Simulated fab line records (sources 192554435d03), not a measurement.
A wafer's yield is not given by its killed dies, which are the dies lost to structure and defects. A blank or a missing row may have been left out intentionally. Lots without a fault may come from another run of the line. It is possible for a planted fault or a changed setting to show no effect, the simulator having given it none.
Which tool did it?    flow n5Finfet    11 lots with 33 wafers sampled at 5 steps, on a route of 1938 steps

WHAT THE GAUGES SHOWED, per wafer
N5_BEOL_M6_RS_MEAS_57: the measuring method here is four-point-probe.
lot   measured      on            M6_RS (ohm/sq)
L558  day 9 09:05   filmMetro-02  0.280 0.293 0.277
L559  day 10 00:40  filmMetro-02  0.302 0.277 0.293
L562  day 11 04:49  filmMetro-01  0.305 0.275 0.293
L563  day 12 04:40  filmMetro-01  0.284 0.277 0.289
L566  day 12 05:58  filmMetro-01  0.299 0.275 0.289
L567  day 12 06:14  filmMetro-02  0.281 0.285 0.289
L573  day 14 21:34  filmMetro-02  0.281 0.293 0.277
L576  day 14 23:35  filmMetro-01  0.296 0.293 0.291
L577  day 16 02:23  filmMetro-02  0.293 0.303 0.295
L579  day 16 04:08  filmMetro-02  0.294 0.303 0.284
L580  day 16 07:07  filmMetro-01  0.283 0.288 0.286

N5_BEOL_M7_THK_MEAS_01.
lot   measured      on            M7_ILD_THK (nm)
L558  day 9 10:11   filmMetro-01  153.1 152.6 158.2
L559  day 10 01:19  filmMetro-01  155.9 157.3 158.1
L562  day 11 05:28  filmMetro-01  153.9 154.7 155.6
L563  day 12 05:18  filmMetro-02  153.3 153.9 155.0
L566  day 12 06:37  filmMetro-01  154.7 154.2 156.6
L567  day 12 06:53  filmMetro-02  153.6 154.6 154.2
L573  day 14 22:14  filmMetro-01  156.6 155.3 158.4
L576  day 15 00:14  filmMetro-02  202.8 157.0 157.1
L577  day 16 03:05  filmMetro-01  206.7 155.1 206.8
L579  day 16 04:46  filmMetro-01  154.5 156.9 155.6
L580  day 16 07:46  filmMetro-01  155.0 158.4 155.9

EACH LOT AND THE TOOL THAT RAN IT (in order: tool; ch and the chambers of the sampled wafers; start)
lot   N5_BEOL_M6_DEGAS_44          N5_BEOL_M7_ILD_DEP_00            N5_BEOL_M7_CURE_74
L558  pvdSputter-03, day 9 05:02   pecvd-02 ch 0,1,2, day 9 09:08   uvCure-03 ch 0, day 9 09:22
L559  pvdSputter-03, day 9 20:40   pecvd-02 ch 1,2, day 10 00:44    uvCure-01 ch 2, day 10 00:48
L562  pvdSputter-02, day 10 21:46  pecvd-02 ch 0,1,2, day 11 04:53  uvCure-03 ch 0, day 11 05:02
L563  pvdSputter-02, day 12 02:05  pecvd-03 ch 0,1, day 12 04:43    uvCure-02 ch 1, day 12 04:47
L566  pvdSputter-01, day 12 03:35  pecvd-02 ch 1,2, day 12 06:02    uvCure-03 ch 2, day 12 06:11
L567  pvdSputter-03, day 12 03:47  pecvd-03 ch 0,1, day 12 06:19    uvCure-02 ch 1, day 12 06:22
L573  pvdSputter-03, day 14 19:46  pecvd-01 ch 0,2, day 14 21:38    uvCure-01 ch 0, day 14 21:48
L576  pvdSputter-02, day 14 21:17  pecvd-03 ch 0,1,2, day 14 23:40  uvCure-01 ch 0, day 14 23:44
L577  pvdSputter-01, day 15 23:11  pecvd-03 ch 0,1,2, day 16 02:30  uvCure-01 ch 2, day 16 02:34
L579  pvdSputter-03, day 16 02:25  pecvd-01 ch 1,2, day 16 04:11    uvCure-02 ch 1, day 16 04:25
L580  pvdSputter-03, day 16 05:29  pecvd-01 ch 0,1,2, day 16 07:10  uvCure-01 ch 0, day 16 07:15
- N5_BEOL_M6_DEGAS_44: time 60 s.
- N5_BEOL_M7_ILD_DEP_00: deposits SiCOH lowk from DEMS/porogen, target thk 179.75 nm, time 33.4 s.
- N5_BEOL_M7_CURE_74: cures SiCOH lowk, time 240 s.

AS READ BY THE TOOLS THEMSELVES (means over the sampled wafers that have a number; for cases with no such wafer, the mark the record gives instead)
N5_BEOL_M6_DEGAS_44.
lot   tool           heaterPowerW (W)
L558  pvdSputter-03  312
L559  pvdSputter-03  309
L562  pvdSputter-02  389
L563  pvdSputter-02  374
L566  pvdSputter-01  300
L567  pvdSputter-03  330
L573  pvdSputter-03  344
L576  pvdSputter-02  359
L577  pvdSputter-01  305
L579  pvdSputter-03  321
L580  pvdSputter-03  325

N5_BEOL_M7_ILD_DEP_00.
lot   tool      heaterPowerW (W)  showerheadPlenumPTorr (Torr)  throttleValvePct (%)
L558  pecvd-02  357               5.733                         13.7
L559  pecvd-02  358               5.730                         13.1
L562  pecvd-02  359               5.738                         13.7
L563  pecvd-03  306               5.755                         14.3
L566  pecvd-02  369               5.741                         13.3
L567  pecvd-03  308               5.749                         14.3
L573  pecvd-01  250               5.745                         12.9
L576  pecvd-03  303               5.747                         13.9
L577  pecvd-03  289               5.739                         13.9
L579  pecvd-01  264               5.752                         13.3
L580  pecvd-01  270               5.747                         13.3

N5_BEOL_M7_CURE_74.
lot   tool       lampPowerPct (%)  wafer_temp_C_max
L558  uvCure-03  52.31             385.9
L559  uvCure-01  52.30             388.2
L562  uvCure-03  52.31             386.6
L563  uvCure-02  52.28             387.3
L566  uvCure-03  52.33             386.6
L567  uvCure-02  52.34             386.7
L573  uvCure-01  52.33             387.2
L576  uvCure-01  52.30             387.4
L577  uvCure-01  52.33             387.4
L579  uvCure-02  52.29             387.0
L580  uvCure-01  52.36             386.9

THE ANSWER, worked out from the rows above alone
Rule: the lots themselves supply what counts as usual. The widest of any qualifying gaps counts: lots, ordered by their means at a reading, are off when they make up no more than a third of the lots, leave a main group of 4 or more, and stand apart from it by 3 or more times the standard deviation of that group's means. A main group is skipped when, at the precision printed for the reading in the tables above, its means are all equal. A lot without any number at a reading at which 4 lots or more have one is off too. Any other lot the step has rows for is counted as sound. The gauges are gone through in route order, then the tools' own readings, and for those a lot's mean is taken as printed above. The first step at which some lot is off is used, and at that step the reading that is off furthest; a lot without a number counts as furthest.
Off: L576, L577, at N5_BEOL_M7_THK_MEAS_01 (M7_ILD_THK). The main group has a mean of 155.4 nm with a standard deviation of 1.1.
A tool fits if, at a process step before that reading, it ran every lot that is off, and no sound lot after the first of them. Those tools and the gauges at N5_BEOL_M7_THK_MEAS_01 are tried in the same way. One fits: N5_BEOL_M7_ILD_DEP_00 on pecvd-03. A fault onset in the window from L567 (day 12 06:19, its last sound lot) to L576 (day 14 23:40, its first lot off) fits.

WHAT THE SIMULATOR HAD INSERTED
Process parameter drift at N5_BEOL_M7_ILD_DEP_00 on pecvd-03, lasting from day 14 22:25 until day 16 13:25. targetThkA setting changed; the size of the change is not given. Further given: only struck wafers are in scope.
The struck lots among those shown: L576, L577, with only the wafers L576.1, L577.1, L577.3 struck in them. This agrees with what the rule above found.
